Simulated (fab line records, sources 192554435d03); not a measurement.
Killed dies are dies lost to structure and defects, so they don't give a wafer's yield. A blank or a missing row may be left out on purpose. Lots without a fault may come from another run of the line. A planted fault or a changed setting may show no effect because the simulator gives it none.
Which tool did it? | flow n5_finfet | 21 lots, 63 wafers sampled, at 1 step of a route of 1938

WHAT THE GAUGES READ, wafer by wafer
N5_STI_FIN_REVEAL_CD_MEAS_22: target cd 6.238 nm, pitch 28 nm.
lot  | measured    | on        | cd_nm (nm)
L074 | day 2 15:22 | cd_sem-02 | 6.52 6.37 5.78
L075 | day 2 21:31 | cd_sem-03 | 6.32 6.25 6.23
L077 | day 3 11:21 | cd_sem-02 | 6.27 5.89 6.55
L078 | day 3 15:31 | cd_sem-01 | 6.36 6.73 6.32
L079 | day 3 19:32 | cd_sem-01 | 6.19 6.58 6.44
L080 | day 4 01:01 | cd_sem-03 | 6.52 6.47 6.45
L081 | day 4 06:43 | cd_sem-02 | 6.24 6.14 6.38
L082 | day 4 13:53 | cd_sem-02 | 6.06 5.65 5.99
L083 | day 4 19:17 | cd_sem-01 | 6.35 6.07 6.02
L084 | day 5 03:48 | cd_sem-03 | 6.37 5.72 6.07
L085 | day 5 08:49 | cd_sem-01 | 6.08 6.34 6.21
L086 | day 5 17:45 | cd_sem-01 | 6.17 6.26 6.25
L087 | day 5 19:47 | cd_sem-01 | 6.06 6.43 5.98
L088 | day 6 03:04 | cd_sem-02 | 6.58 6.47 6.15
L089 | day 6 07:14 | cd_sem-02 | 5.89 6.29 6.18
L090 | day 6 13:40 | cd_sem-03 | 6.48 6.43 6.77
L092 | day 7 01:40 | cd_sem-03 | 6.34 5.90 5.96
L093 | day 7 07:13 | cd_sem-02 | 5.96 5.97 6.53
L094 | day 7 15:52 | cd_sem-02 | 6.53 5.74 6.20
L095 | day 7 19:13 | cd_sem-03 | 6.31 6.56 6.38
L097 | day 8 07:32 | cd_sem-03 | 5.75 6.26 5.81

WHICH TOOL RAN EACH LOT (tool, then ch and the chambers of the sampled wafers, then the start)
The record holds no process step before these readings.

WHAT THE TOOLS THEMSELVES READ (means of the sampled wafers that have a number; where no wafer has one, the mark that the record gives instead)
The record holds no such reading with a usual standard deviation.

THE ANSWER, worked out from the rows above alone
Rule: what is usual is taken from the lots themselves. Put in order of their means at a reading, lots are off if they are a third of the lots or fewer, leave a main group of 4 or more, and stand apart from it by a gap of 3 or more times the standard deviation of the main group's means; of several such gaps the widest counts. A main group whose means are all the same, to the digits that the tables above print for the reading, isn't used. A lot without any number at a reading at which 4 lots or more have one is off too. The other lots that the step has rows for count as sound. The gauges are gone through in route order, then the tools' own readings, and for those a lot's mean is taken as printed above. The first step at which some lot is off is used, and at that step the reading that is off furthest; a lot without a number counts as furthest.
No lot is off at any reading shown: from this, nothing can be told.

WHAT THE SIMULATOR HAD PUT IN
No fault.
